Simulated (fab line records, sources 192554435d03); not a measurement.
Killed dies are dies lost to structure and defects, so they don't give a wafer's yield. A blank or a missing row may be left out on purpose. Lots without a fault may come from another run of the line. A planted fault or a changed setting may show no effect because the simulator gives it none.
fab line records | flow n5_finfet
record lots=24 wafers=72 last_day=17
route steps=1938 shown BEOL_M10@1529 BEOL_M11@1569 BEOL_M12@1642 BEOL_M13@1690
lots that met no fault: from a run of the same line without faults
start_h: hours from the record's first day to the start of the lot's first wafer shown | wait_h: hours since the lot's step before | " the same as in the row above | L1.1+2: a row that stands for several wafers | - no value, or no start given | * or withheld: withheld | < > ~ a bound
route shown NAME@n: a module of which the file shows steps, and the number in the route of the first | usual: mean/standard deviation of fault-free wafers | same: alike in all rows | chamber/n: place in a boat | sites: the reading at each site | _std_site: their standard deviation | _edge_site: outer sites' mean less inner sites' | radius_mm: how far each site lies from the wafer's centre | mask NAME#n: copy n | behind: the tool/chamber that last shaped the wafer | hold: why the lot was held/for how many hours/how that ended | device: the transistor (n, p or np) that didn't switch | end of line: the same wafers' tests at the end of the route | a step without rows: its recipe alone | killed: dies lost to structure and defects at the first sort, not the wafer's yield | map: a wafer's dies, x killed, . not, _ none there
set.NAME: the setting as run; set.NAME@STEP: as run at that earlier step | model.NAME: the simulator's own value behind a step, which no gauge read
steps of the route over a sample of lots; a table a step, a row a wafer
services: from which hour (start_h, from the record's first day; less than 0 if before it) a tool's chamber was out of use, for how many hours, and why
## steps
# step N5_BEOL_M10_ANNEAL_51
# recipe temp_c=225 time_s=90 ambient=N2
# usual wafer_temp_C_max=225.90/0.26
# columns lot.wafer tool chamber start_h wait_h wafer_temp_C_max
L074.1 rtp_anneal-01 0 224.58 0.1 225.66
L074.2 " 0 " " 225.79
L074.4 " 0 " " 225.55
L075.1 rtp_anneal-02 0 231.05 0.4 225.92
L075.3 " 0 " " 226.23
L075.4 " 0 " " 225.56
L076.2 rtp_anneal-01 0 244.12 0.3 225.95
L076.3 " 0 " " 225.79
L076.5 " 0 " " 225.84
L080.3 rtp_anneal-01 0 252.61 0.1 225.99
L080.4 " 0 " " 225.65
L080.5 " 0 " " 225.62
L077.2 rtp_anneal-02 0 252.74 0.1 225.96
L077.5 " 0 " " 225.83
L077.6 " 0 " " 225.82
L079.1 rtp_anneal-02 0 253.24 0.1 225.77
L079.3 " 0 " " 225.77
L079.4 " 0 " " 225.66
L081.1 rtp_anneal-01 0 255.69 0.1 225.90
L081.5 " 0 " " 225.89
L081.6 " 0 " " 225.93
L078.1 rtp_anneal-02 0 262.44 0.4 226.02
L078.5 " 0 " " 225.94
L078.6 " 0 " " 225.97
L082.3 rtp_anneal-01 0 266.65 0.3 225.73
L082.4 " 0 " " 225.70
L082.6 " 0 " " 225.52
L083.2 rtp_anneal-01 0 276.82 0.6 225.96
L083.4 " 0 " " 225.54
L083.5 " 0 " " 225.60
L084.2 rtp_anneal-02 0 284.06 0.1 225.46
L084.5 " 0 " " 225.57
L084.6 " 0 " " 225.93
L085.2 rtp_anneal-02 0 301.43 0.3 225.74
L085.3 " 0 " " 226.30
L085.4 " 0 " " 225.86
L087.4 rtp_anneal-02 0 302.44 0.4 225.71
L087.5 " 0 " " 226.07
L087.6 " 0 " " 226.05
L086.1 rtp_anneal-02 0 309.51 0.1 226.30
L086.3 " 0 " " 225.84
L086.4 " 0 " " 225.99
L089.1 rtp_anneal-01 0 311.52 0.2 225.93
L089.3 " 0 " " 226.59
L089.4 " 0 " " 226.07
L091.2 rtp_anneal-02 0 314.24 1.0 226.06
L091.3 " 0 " " 225.78
L091.5 " 0 " " 226.16
L090.1 rtp_anneal-01 0 317.59 0.1 226.06
L090.4 " 0 " " 225.76
L090.6 " 0 " " 226.00
L088.3 rtp_anneal-01 0 319.35 0.3 225.92
L088.5 " 0 " " 225.65
L088.6 " 0 " " 226.26
L093.3 rtp_anneal-01 0 325.22 0.1 225.98
L093.4 " 0 " " 225.67
L093.5 " 0 " " 226.75
L092.4 rtp_anneal-01 0 338.77 0.2 225.89
L092.5 " 0 " " 225.78
L092.6 " 0 " " 225.53
L094.1 rtp_anneal-02 0 345.38 0.2 225.86
L094.4 " 0 " " 225.68
L094.6 " 0 " " 225.50
L096.1 rtp_anneal-01 0 365.66 0.4 226.06
L096.3 " 0 " " 225.92
L096.5 " 0 " " 226.03
L097.3 rtp_anneal-02 0 370.15 0.2 226.14
L097.4 " 0 " " 225.81
L097.6 " 0 " " 225.69
L095.1 rtp_anneal-01 0 370.21 0.1 225.99
L095.3 " 0 " " 225.78
L095.4 " 0 " " 225.81
# step N5_BEOL_M11_OVL_MEAS_29
# recipe points_per_wafer=44
# usual V10_OVL=-0.4/0.65
# columns lot.wafer tool chamber start_h wait_h V10_OVL[nm]
L074.1 overlay-01 0 229.57 0.0 0.4
L074.2 " 0 " " -0.7
L074.4 " 0 " " 0.1
L075.1 overlay-02 0 236.54 0.0 0.6
L075.3 " 0 " " 0.7
L075.4 " 0 " " 0.5
L076.2 overlay-01 0 251.43 0.0 -1.7
L076.3 " 0 " " -0.8
L076.5 " 0 " " -0.9
L077.2 overlay-01 0 259.55 0.0 -0.2
L077.5 " 0 " " -0.6
L077.6 " 0 " " -0.1
L080.3 overlay-01 0 259.72 0.0 -0.8
L080.4 " 0 " " -0.3
L080.5 " 0 " " 0.4
L079.1 overlay-02 0 259.89 0.0 -0.3
L079.3 " 0 " " -0.1
L079.4 " 0 " " -1.0
L081.1 overlay-01 0 265.01 0.0 -1.1
L081.5 " 0 " " -1.3
L081.6 " 0 " " -1.1
L078.1 overlay-01 0 266.44 0.0 -0.1
L078.5 " 0 " " 0.1
L078.6 " 0 " " -0.7
L082.3 overlay-02 0 273.76 0.0 -0.5
L082.4 " 0 " " 0.2
L082.6 " 0 " " 0.2
L083.2 overlay-02 0 281.95 0.0 -0.2
L083.4 " 0 " " -0.5
L083.5 " 0 " " 1.0
L084.2 overlay-01 0 289.57 0.0 0.3
L084.5 " 0 " " -1.2
L084.6 " 0 " " 0.1
L085.2 overlay-01 0 305.19 0.0 0.8
L085.3 " 0 " " 0.3
L085.4 " 0 " " 0.6
L087.4 overlay-02 0 308.44 0.0 -0.9
L087.5 " 0 " " -0.4
L087.6 " 0 " " -0.8
L089.1 overlay-01 0 315.07 0.0 -1.6
L089.3 " 0 " " -0.3
L089.4 " 0 " " -1.3
L086.1 overlay-02 0 315.11 0.0 -0.9
L086.3 " 0 " " 0.4
L086.4 " 0 " " -0.2
L091.2 overlay-02 0 319.34 0.0 -0.4
L091.3 " 0 " " 0.1
L091.5 " 0 " " -0.1
L090.1 overlay-02 0 321.70 0.0 0.1
L090.4 " 0 " " -0.2
L090.6 " 0 " " -0.8
L088.3 overlay-02 0 323.90 0.0 0.0
L088.5 " 0 " " 0.3
L088.6 " 0 " " -0.5
L093.3 overlay-02 0 329.02 0.0 -1.5
L093.4 " 0 " " -0.4
L093.5 " 0 " " -0.4
L092.4 overlay-02 0 350.36 0.0 -0.5
L092.5 " 0 " " -0.9
L092.6 " 0 " " 0.5
L094.1 overlay-02 0 351.68 0.0 0.7
L094.4 " 0 " " -0.5
L094.6 " 0 " " 0.1
L096.1 overlay-02 0 371.87 0.0 0.1
L096.3 " 0 " " -1.0
L096.5 " 0 " " -0.1
L095.1 overlay-01 0 374.26 0.0 -1.6
L095.3 " 0 " " -1.0
L095.4 " 0 " " -0.6
L097.3 overlay-01 0 374.31 0.0 -0.5
L097.4 " 0 " " -0.9
L097.6 " 0 " " -0.6
# step N5_BEOL_M11_VIA_ETCH_34
# recipe chemistry=C4F6/O2 target=SiCOH_lowk target_depth_a=1845 mask_material=SOC taper_deg=4 time_s=69.2 ion_energy_ev=250 pressure_mtorr=30 source_w=345 bias_w=185 Ar_flow_sccm=300 C4F6_flow_sccm=10 O2_flow_sccm=10
# usual chamber_pressure_mTorr=30.003/0.026 drypump_motor_current_A=5.6/0.5 oes_product_au=0.74/0.06 rf_vpp_V=664/14 showerhead_plenum_p_Torr=2.88/0.11 throttle_valve_pct=21.07/0.22
# columns lot.wafer tool chamber start_h wait_h chamber_pressure_mTorr drypump_motor_current_A oes_product_au rf_hours_counter_h rf_vpp_V showerhead_plenum_p_Torr throttle_valve_pct
L074.1 rie_diel-03 3 229.84 0.0 30.012 5.9 0.76 122 682 2.97 20.96
L074.2 " 2 " " 29.995 6.5 0.74 171 684 2.95 20.74
L074.4 " 0 " " 30.014 5.3 0.72 189 645 2.84 21.23
L075.1 rie_diel-02 0 236.81 0.0 30.011 5.3 0.72 185 664 2.85 21.26
L075.3 " 1 " " 30.048 4.9 0.69 218 665 2.72 20.70
L075.4 " 2 " " 29.996 6.1 0.77 126 660 2.64 21.26
L076.2 rie_diel-02 0 252.41 0.0 30.026 5.3 0.72 190 665 2.85 21.28
L076.3 " 1 " " 30.039 4.9 0.70 224 667 2.72 20.69
L076.5 " 2 " " 29.983 6.1 0.77 - 661 2.64 21.27
L077.2 rie_diel-02 2 259.82 0.0 30.004 6.1 0.75 135 662 2.64 21.25
L077.5 " 0 " " 29.996 5.3 0.71 - 664 2.85 21.26
L077.6 " 3 " " 29.990 5.6 0.83 - 665 3.01 20.99
L080.3 rie_diel-03 0 259.99 0.0 30.036 5.3 0.71 199 646 2.83 21.25
L080.4 " 3 " " 30.047 5.9 0.75 131 682 2.96 20.99
L080.5 " 2 " " 30.001 6.4 0.73 - 683 2.94 20.73
L079.1 rie_diel-01 0 260.29 0.0 30.002 6.2 0.69 212 663 2.92 20.98
L079.3 " 1 " " 29.978 5.8 0.82 62 670 2.98 21.00
L079.4 " 3 " " 30.013 5.2 0.74 180 654 2.85 21.28
L081.1 rie_diel-03 3 265.28 0.0 30.017 5.8 0.75 133 682 2.96 21.02
L081.5 " 2 " " 29.993 6.4 0.72 - 685 2.94 20.74
L081.6 " 3 " " 30.025 5.8 0.75 - 683 2.96 20.97
L078.1 rie_diel-03 3 266.71 0.0 30.009 5.8 0.75 133 682 2.96 20.97
L078.5 " 1 " " 30.005 5.2 0.71 - 645 2.84 21.26
L078.6 " 2 " " 30.030 6.4 0.72 - 683 2.94 20.76
L082.3 rie_diel-02 1 274.23 0.0 30.040 4.9 0.69 231 664 2.72 20.70
L082.4 " 2 " " 29.970 6.0 0.74 140 661 2.63 21.26
L082.6 " 3 " " 30.005 5.6 0.82 - 665 3.01 21.01
L083.2 rie_diel-02 0 282.33 0.0 29.981 5.3 0.70 200 663 2.84 21.29
L083.4 " 2 " " 29.980 6.1 0.74 143 661 2.63 21.29
L083.5 " 1 " " 30.017 4.9 0.68 - 666 2.71 20.72
L084.2 rie_diel-01 1 289.83 0.0 29.994 5.8 0.82 70 670 2.97 21.00
L084.5 " 2 " " 30.004 4.8 0.88 - 655 3.01 20.87
L084.6 " 3 " " 29.986 5.2 0.74 - 653 2.85 21.29
L085.2 rie_diel-03 0 305.46 0.0 29.995 5.3 0.71 212 644 2.82 21.27
L085.3 " 1 " " 30.011 5.2 0.70 191 639 2.84 21.28
L085.4 " 2 " " 30.017 6.4 0.70 193 683 2.94 20.75
L087.4 rie_diel-03 0 308.70 0.0 29.954 5.3 0.71 214 646 2.82 21.26
L087.5 " 3 " " 30.027 5.8 0.73 - 683 2.96 20.98
L087.6 " 2 " " 30.022 6.4 0.71 - 685 2.94 20.78
L089.1 rie_diel-01 2 316.17 0.0 29.973 4.8 0.88 57 656 3.00 20.89
L089.3 " 0 " " 30.009 6.2 0.68 228 662 2.92 21.00
L089.4 " 3 " " 30.033 5.2 0.74 195 654 2.84 21.29
L086.1 rie_diel-03 2 316.18 0.0 29.999 6.4 0.71 196 684 2.94 20.78
L086.3 " 3 " " 29.981 5.8 0.73 148 682 2.95 21.01
L086.4 " 0 " " 29.963 5.3 0.70 216 646 2.82 21.24
L091.2 rie_diel-03 3 319.61 0.0 29.984 5.8 0.73 150 682 2.95 21.01
L091.3 " 2 " " 29.993 6.4 0.71 197 685 2.94 20.78
L091.5 " 2 " " 29.968 6.4 0.71 - 685 2.94 20.78
L090.1 rie_diel-02 0 321.96 0.0 29.983 5.3 0.70 214 662 2.84 21.30
L090.4 " 3 " " 29.998 5.6 0.81 99 666 3.00 21.03
L090.6 " 0 " " 30.029 5.3 0.70 - 662 2.84 21.29
L088.3 rie_diel-03 2 324.17 0.0 30.014 6.4 0.72 198 684 2.94 20.80
L088.5 " 0 " " 30.028 5.3 0.71 - 645 2.82 21.27
L088.6 " 1 " " 29.966 5.2 0.70 - 642 2.84 21.27
L093.3 rie_diel-02 0 329.28 0.0 30.012 5.3 0.70 215 663 2.84 21.32
L093.4 " 2 " " 30.041 6.1 0.75 156 661 2.63 21.29
L093.5 " 3 " " 29.997 5.6 0.80 - 665 3.00 21.01
L092.4 rie_diel-03 2 350.65 0.0 29.953 6.4 0.70 - 684 2.93 20.79
L092.5 " 3 " " 29.967 5.9 0.72 - 680 2.95 21.03
L092.6 " 0 " " 30.051 5.3 0.70 - 645 2.82 21.28
L094.1 rie_diel-02 3 351.95 0.0 29.968 5.6 0.79 110 665 3.00 21.05
L094.4 " 2 " " 30.013 6.1 0.73 - 661 2.62 21.31
L094.6 " 3 " " 29.998 5.6 0.80 - 665 3.00 21.04
L096.1 rie_diel-01 1 372.13 0.0 29.938 5.9 0.79 90 669 2.96 21.03
L096.3 " 3 " " 30.008 5.2 0.72 206 653 2.84 21.29
L096.5 " 3 " " 29.999 5.2 0.73 - 653 2.84 21.29
L095.1 rie_diel-03 2 374.53 0.0 30.008 6.5 0.70 218 686 2.93 20.82
L095.3 " 3 " " 30.006 5.8 0.72 165 681 2.95 21.04
L095.4 " 1 " " 30.030 5.2 0.69 209 642 2.83 21.30
L097.3 rie_diel-02 0 374.57 0.0 30.001 5.3 0.68 235 663 2.83 21.35
L097.4 " 2 " " 30.014 6.1 0.73 175 660 2.62 21.35
L097.6 " 1 " " 30.019 4.9 0.99 - 676 3.05 20.43
# step N5_BEOL_M11_SURFACE_TREAT_76
# recipe gas=Ar time_s=* ion_energy_ev=* ion_current_ma_cm2=0.5 pressure_mtorr=* ar_flow_sccm=30
# usual ar_flow_sccm=30.01/0.08 pressure_mtorr=* throttle_valve_pct=*
# columns lot.wafer tool chamber start_h wait_h ar_flow_sccm pressure_mtorr throttle_valve_pct
L074.1 pvd_sputter-02 - 231.13 0.2 29.99 * *
L074.2 " - " " 30.02 * *
L074.4 " - " " 29.94 * *
L075.1 pvd_sputter-03 - 238.19 0.2 30.02 * *
L075.3 " - " " 30.11 * *
L075.4 " - " " 30.01 * *
L076.2 pvd_sputter-03 - 255.26 1.6 30.23 * *
L076.3 " - " " 29.86 * *
L076.5 " - " " 30.04 * *
L080.3 pvd_sputter-02 - 261.34 0.2 30.01 * *
L080.4 " - " " 29.88 * *
L080.5 " - " " 30.09 * *
L077.2 pvd_sputter-03 - 261.50 0.2 29.93 * *
L077.5 " - " " 30.06 * *
L077.6 " - " " 30.07 * *
L079.1 pvd_sputter-01 - 262.06 0.2 30.01 * *
L079.3 " - " " 30.15 * *
L079.4 " - " " 30.07 * *
L081.1 pvd_sputter-01 - 267.05 0.2 30.07 * *
L081.5 " - " " 30.09 * *
L081.6 " - " " 29.98 * *
L078.1 pvd_sputter-01 - 269.81 2.0 30.05 * *
L078.5 " - " " 30.02 * *
L078.6 " - " " 30.00 * *
L082.3 pvd_sputter-03 - 275.67 0.2 29.94 * *
L082.4 " - " " 29.96 * *
L082.6 " - " " 29.99 * *
L083.2 pvd_sputter-03 - 283.87 0.2 30.00 * *
L083.4 " - " " 30.05 * *
L083.5 " - " " 30.14 * *
L084.2 pvd_sputter-03 - 291.41 0.2 29.92 * *
L084.5 " - " " 30.00 * *
L084.6 " - " " 30.06 * *
L085.2 pvd_sputter-01 - 306.76 0.2 29.91 * *
L085.3 " - " " 30.01 * *
L085.4 " - " " 30.13 * *
L087.4 pvd_sputter-03 - 310.06 0.3 30.12 * *
L087.5 " - " " 30.05 * *
L087.6 " - " " 29.87 * *
L089.1 pvd_sputter-02 - 319.46 0.2 30.02 * *
L089.3 " - " " 30.09 * *
L089.4 " - " " 30.11 * *
L086.1 pvd_sputter-02 - 319.50 0.2 29.98 * *
L086.3 " - " " 29.94 * *
L086.4 " - " " 30.03 * *
L091.2 pvd_sputter-01 - 321.33 0.2 30.12 * *
L091.3 " - " " 30.10 * *
L091.5 " - " " 30.12 * *
L090.1 pvd_sputter-02 - 324.52 0.2 30.00 * *
L090.4 " - " " 30.10 * *
L090.6 " - " " 30.11 * *
L088.3 pvd_sputter-02 - 326.90 1.3 29.90 * *
L088.5 " - " " 30.00 * *
L088.6 " - " " 29.95 * *
L093.3 pvd_sputter-02 - 330.62 0.2 30.12 * *
L093.4 " - " " 30.11 * *
L093.5 " - " " 30.04 * *
L092.4 pvd_sputter-02 - 352.95 0.2 30.01 * *
L092.5 " - " " 30.10 * *
L092.6 " - " " 29.87 * *
L094.1 pvd_sputter-01 - 353.29 0.2 29.98 * *
L094.4 " - " " 30.11 * *
L094.6 " - " " 29.93 * *
L096.1 pvd_sputter-02 - 373.44 0.2 29.89 * *
L096.3 " - " " 29.90 * *
L096.5 " - " " 29.99 * *
L097.3 pvd_sputter-01 - 376.07 0.3 29.97 * *
L097.4 " - " " 29.89 * *
L097.6 " - " " 30.10 * *
L095.1 pvd_sputter-01 - 376.11 0.2 29.86 * *
L095.3 " - " " 30.01 * *
L095.4 " - " " 30.01 * *
# step N5_BEOL_M12_STRIP_37
# recipe chemistry=N2/H2 power_w=1000 temp_c=250 h2_frac=0.65 overash_fraction=0.3 pressure_mtorr=withheld n2_flow_sccm=1750 h2_flow_sccm=3250
# usual drypump_motor_current_A=5.6/0.61 heater_power_w=339/54 oes_product_au=0.789/0.011
# columns lot.wafer tool chamber start_h wait_h drypump_motor_current_A heater_power_w oes_product_au rf_hours_counter_h
L074.1 plasma_asher-01 0 235.41 0.0 5.1 340 0.777 114
L074.2 " 1 " " 6.5 268 0.784 114
L074.4 " 1 " " 6.5 267 0.789 -
L075.1 plasma_asher-02 1 242.17 0.0 5.1 436 0.768 70
L075.3 " 0 " " 5.5 334 0.785 -
L075.4 " 1 " " 5.1 425 0.791 -
L076.2 plasma_asher-02 0 259.98 0.0 5.4 337 0.797 73
L076.3 " 0 " " 5.5 340 0.784 -
L076.5 " 0 " " 5.5 345 0.795 -
L080.3 plasma_asher-02 1 265.13 0.1 5.1 421 0.780 -
L080.4 " 0 " " 5.5 341 0.797 -
L080.5 " 0 " " 5.5 351 0.786 -
L077.2 plasma_asher-01 0 265.37 0.0 5.1 345 0.799 119
L077.5 " 1 " " 6.5 276 0.794 -
L077.6 " 0 " " 5.1 344 0.778 -
L079.1 plasma_asher-01 1 266.78 0.0 6.5 268 0.787 120
L079.3 " 0 " " 5.1 336 0.791 -
L079.4 " 1 " " 6.5 274 0.802 -
L081.1 plasma_asher-01 1 270.30 0.0 6.5 277 0.765 121
L081.5 " 1 " " 6.5 272 0.808 -
L081.6 " 0 " " 5.1 338 0.794 -
L078.1 plasma_asher-02 1 273.54 0.0 5.1 427 0.795 77
L078.5 " 0 " " 5.5 342 0.783 -
L078.6 " 1 " " 5.1 444 0.780 -
L082.3 plasma_asher-01 1 279.71 0.1 6.5 274 0.802 -
L082.4 " 0 " " 5.1 342 0.777 -
L082.6 " 1 " " 6.5 273 0.773 -
L083.2 plasma_asher-01 1 287.65 0.0 6.5 272 0.786 123
L083.4 " 0 " " 5.1 344 0.782 -
L083.5 " 1 " " 6.5 263 0.807 -
L084.2 plasma_asher-01 0 295.42 0.4 5.1 336 0.793 126
L084.5 " 0 " " 5.1 339 0.799 -
L084.6 " 1 " " 6.5 274 0.797 -
L085.2 plasma_asher-02 0 310.75 0.0 5.5 342 0.806 84
L085.3 " 1 " " 5.1 423 0.812 -
L085.4 " 0 " " 5.5 337 0.792 -
L087.4 plasma_asher-01 0 314.45 0.1 5.1 345 0.780 -
L087.5 " 0 " " 5.1 348 0.825 -
L087.6 " 1 " " 6.5 271 0.806 -
L089.1 plasma_asher-01 0 322.89 0.0 5.1 338 0.790 131
L089.3 " 1 " " 6.5 277 0.797 -
L089.4 " 0 " " 5.1 345 0.796 -
L086.1 plasma_asher-02 0 323.12 0.0 5.4 343 0.807 86
L086.3 " 0 " " 5.4 346 0.777 -
L086.4 " 1 " " 5.1 418 0.800 -
L091.2 plasma_asher-02 1 325.21 0.0 5.1 429 0.802 86
L091.3 " 1 " " 5.1 423 0.794 -
L091.5 " 0 " " 5.5 338 0.776 -
L090.1 plasma_asher-02 1 327.87 0.0 5.1 430 0.796 87
L090.4 " 0 " " 5.5 343 0.783 -
L090.6 " 0 " " 5.5 342 0.765 -
L088.3 plasma_asher-01 0 331.36 0.1 5.0 346 0.780 -
L088.5 " 0 " " 5.1 346 0.792 -
L088.6 " 1 " " 6.5 273 0.791 -
L093.3 plasma_asher-02 0 336.61 0.1 5.5 335 0.782 -
L093.4 " 1 " " 5.1 425 0.776 -
L093.5 " 0 " " 5.4 334 0.792 -
L092.4 plasma_asher-01 1 356.27 0.1 6.5 268 0.779 -
L092.5 " 1 " " 6.5 272 0.776 -
L092.6 " 0 " " 5.1 339 0.788 -
L094.1 plasma_asher-01 0 356.83 0.0 5.1 338 0.807 137
L094.4 " 0 " " 5.1 335 0.790 -
L094.6 " 0 " " 5.1 336 0.775 -
L096.1 plasma_asher-02 0 376.85 0.0 5.5 339 0.790 98
L096.3 " 0 " " 5.5 342 0.800 -
L096.5 " 0 " " 5.5 341 0.804 -
L097.3 plasma_asher-01 0 380.99 0.1 5.1 326 0.792 -
L097.4 " 1 " " 6.5 265 0.786 -
L097.6 " 1 " " 6.5 277 0.791 -
L095.1 plasma_asher-01 0 381.15 0.2 5.0 340 0.759 142
L095.3 " 1 " " 6.5 278 0.805 -
L095.4 " 0 " " 5.1 346 0.780 -
# step N5_BEOL_M13_OVL_MEAS_29
# recipe points_per_wafer=44
# usual M13_OVL=-3/5.6
# columns lot.wafer tool chamber start_h wait_h M13_OVL[nm]
L074.1 overlay-01 0 243.88 0.0 0
L074.2 " 0 " " 2
L074.4 " 0 " " 3
L075.1 overlay-02 0 247.75 0.0 -2
L075.3 " 0 " " -10
L075.4 " 0 " " -10
L076.2 overlay-02 0 263.81 0.0 -5
L076.3 " 0 " " -13
L076.5 " 0 " " -5
L080.3 overlay-01 0 268.62 0.0 9
L080.4 " 0 " " -2
L080.5 " 0 " " 0
L079.1 overlay-01 0 270.58 0.0 -8
L079.3 " 0 " " -3
L079.4 " 0 " " -4
L077.2 overlay-01 0 279.38 0.0 -7
L077.5 " 0 " " 0
L077.6 " 0 " " -3
L081.1 overlay-01 0 281.52 0.0 -12
L081.5 " 0 " " -15
L081.6 " 0 " " -13
L078.1 overlay-02 0 281.76 0.0 -7
L078.5 " 0 " " -11
L078.6 " 0 " " -8
L082.3 overlay-02 0 283.27 0.0 -5
L082.4 " 0 " " -5
L082.6 " 0 " " -9
L083.2 overlay-01 0 295.03 0.0 1
L083.4 " 0 " " 5
L083.5 " 0 " " 7
L084.2 overlay-01 0 303.41 0.0 -9
L084.5 " 0 " " -6
L084.6 " 0 " " -1
L085.2 overlay-02 0 315.80 0.0 5
L085.3 " 0 " " -2
L085.4 " 0 " " 1
L087.4 overlay-01 0 318.82 0.0 4
L087.5 " 0 " " 3
L087.6 " 0 " " -5
L089.1 overlay-02 0 328.15 0.0 -6
L089.3 " 0 " " 1
L089.4 " 0 " " 2
L086.1 overlay-02 0 328.29 0.0 -10
L086.3 " 0 " " -1
L086.4 " 0 " " -3
L091.2 overlay-01 0 330.73 0.0 3
L091.3 " 0 " " -1
L091.5 " 0 " " 6
L090.1 overlay-02 0 331.66 0.0 -7
L090.4 " 0 " " 0
L090.6 " 0 " " 1
L088.3 overlay-02 0 335.16 0.0 -3
L088.5 " 0 " " -10
L088.6 " 0 " " -6
L093.3 overlay-01 0 341.24 0.0 -7
L093.4 " 0 " " 2
L093.5 " 0 " " 0
L094.1 overlay-02 0 361.11 0.0 -5
L094.4 " 0 " " -9
L094.6 " 0 " " -1
L092.4 overlay-01 0 362.61 0.0 -4
L092.5 " 0 " " 4
L092.6 " 0 " " 0
L096.1 overlay-01 0 381.60 0.0 -4
L096.3 " 0 " " -4
L096.5 " 0 " " -3
L097.3 overlay-01 0 386.73 0.0 -1
L097.4 " 0 " " 3
L097.6 " 0 " " 6
L095.1 overlay-02 0 387.36 0.0 -2
L095.3 " 0 " " 6
L095.4 " 0 " " 5
## services
# columns tool chamber start_h hours kind
rie_diel-03 0 215.28 6.4 repair
rtp_anneal-02 - 232.48 3.3 pm
pvd_sputter-02 - 238.19 1.5 repair
rie_diel-01 - 250.99 1.8 repair
pvd_sputter-02 - 285.64 5.0 repair
rie_diel-02 2 286.38 3.2 repair
plasma_asher-02 - 293.46 2.6 repair
rie_diel-03 3 322.36 15.4 repair
rie_diel-02 1 334.87 - clean
rie_diel-02 1 334.87 - consumable_replace:focus_ring
rie_diel-02 1 334.87 - consumable_replace:showerhead
rie_diel-02 1 334.87 27.6 scheduled_down
rie_diel-02 1 334.87 27.6 vent_cycle
rie_diel-03 1 337.77 14.5 repair
pvd_sputter-03 - 338.72 1.8 repair
rie_diel-01 - 341.60 14.6 pm
## key
fault none
